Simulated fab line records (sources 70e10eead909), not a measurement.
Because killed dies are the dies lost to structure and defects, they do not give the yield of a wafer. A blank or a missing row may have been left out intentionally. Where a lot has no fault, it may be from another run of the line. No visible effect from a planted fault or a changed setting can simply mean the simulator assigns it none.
Chamber matching + flow nandHarc + NHARC_A_BLC_STRIP_21 on rieDiel-11 has 4 sister chambers
The step strips in O2. 22 wafers are shown with their chamber, then 11 later ones without.

WAFERS, EACH WITH ITS CHAMBER
| wafer  | chamber | showerheadPlenumPTorr (Torr) | drypumpMotorCurrentA (A) | oesProductAu (a.u.) |
|--------|---------|------------------------------|--------------------------|---------------------|
| L075.2 | 1       | 3.51                         | 6.3                      | 1.008               |
| L075.4 | 0       | 3.43                         | 5.4                      | 0.999               |
| L075.6 | 3       | 3.58                         | 6.2                      | 1.020               |
| L076.4 | 3       | 3.58                         | 6.1                      | 1.010               |
| L076.5 | 1       | 3.50                         | 6.3                      | 0.998               |
| L076.6 | 0       | 3.43                         | 5.4                      | 0.995               |
| L078.1 | 2       | 3.71                         | 5.4                      | 1.026               |
| L078.3 | 3       | 3.58                         | 6.2                      | 1.024               |
| L078.5 | 1       | 3.50                         | 6.3                      | 0.987               |
| L077.1 | 3       | 3.58                         | 6.2                      | 1.009               |
| L077.5 | 3       | 3.58                         | 6.1                      | 1.030               |
| L077.6 | 2       | 3.71                         | 5.4                      | 1.013               |
| L082.2 | 0       | 3.42                         | 5.4                      | 1.003               |
| L082.3 | 2       | 3.71                         | 5.4                      | 1.013               |
| L082.6 | 0       | 3.42                         | 5.4                      | 0.995               |
| L082.1 | 3       | 3.58                         | 6.2                      | 1.029               |
| L082.4 | 1       | 3.50                         | 6.3                      | 1.012               |
| L082.5 | 1       | 3.50                         | 6.3                      | 1.007               |
| L083.2 | 0       | 3.42                         | 5.4                      | 1.009               |
| L083.3 | 1       | 3.50                         | 6.3                      | 1.014               |
| L083.6 | 3       | 3.58                         | 6.1                      | 1.024               |
| L085.2 | 0       | 3.42                         | 5.4                      | 1.011               |

SIGNATURES (means of the wafers above)
| reading               | chamber 0 | chamber 1 | chamber 2 | chamber 3 | scatter within a chamber |
|-----------------------|-----------|-----------|-----------|-----------|--------------------------|
| showerheadPlenumPTorr | 3.4233    | 3.5017    | 3.7100    | 3.5800    | 0.00347                  |
| drypumpMotorCurrentA  | 5.400     | 6.300     | 5.400     | 6.157     | 0.0309                   |
| oesProductAu          | 1.00200   | 1.00433   | 1.01733   | 1.02086   | 0.00847                  |
Rule: for each reading, subtract the chamber's mean from the wafer's reading, divide by that reading's scatter and square the result; add these up over the readings and take the root, which gives the wafer's distance from the chamber. If the next closest chamber is less than 2 further off than the closest, the wafer can't be placed; otherwise it belongs to the closest. The scatter: take each reading less its chamber's mean, square it, sum over the shown wafers, divide by the number of wafers less the number of chambers, and take the root.

WAFERS WITHOUT THEIR CHAMBER
| wafer  | showerheadPlenumPTorr (Torr) | drypumpMotorCurrentA (A) | oesProductAu (a.u.) |
|--------|------------------------------|--------------------------|---------------------|
| L085.3 | 3.50                         | 6.3                      | 0.990               |
| L085.6 | 3.58                         | 6.2                      | 1.022               |
| L091.1 | 3.57                         | 6.1                      | 1.020               |
| L091.4 | 3.42                         | 5.4                      | 0.996               |
| L091.5 | 3.50                         | 6.3                      | 0.990               |
| L092.1 | 3.42                         | 5.4                      | 1.000               |
| L092.2 | 3.50                         | 6.3                      | 0.992               |
| L092.4 | 3.71                         | 5.4                      | 0.999               |
| L095.3 | 3.71                         | 5.4                      | 0.990               |
| L095.4 | 3.57                         | 6.2                      | 1.022               |
| L095.5 | 3.42                         | 5.3                      | 1.003               |

THE CHAMBER EACH PASSED THROUGH
| wafer  | from the rows above | in truth |
|--------|---------------------|----------|
| L085.3 | 1                   | 1        |
| L085.6 | 3                   | 3        |
| L091.1 | 3                   | 3        |
| L091.4 | 0                   | 0        |
| L091.5 | 1                   | 1        |
| L092.1 | 0                   | 0        |
| L092.2 | 1                   | 1        |
| L092.4 | 2                   | 2        |
| L095.3 | 2                   | 2        |
| L095.4 | 3                   | 3        |
| L095.5 | 0                   | 0        |
Correct placement for 11 of the 11. Not placeable from these rows: 0. Placed wrongly: 0.
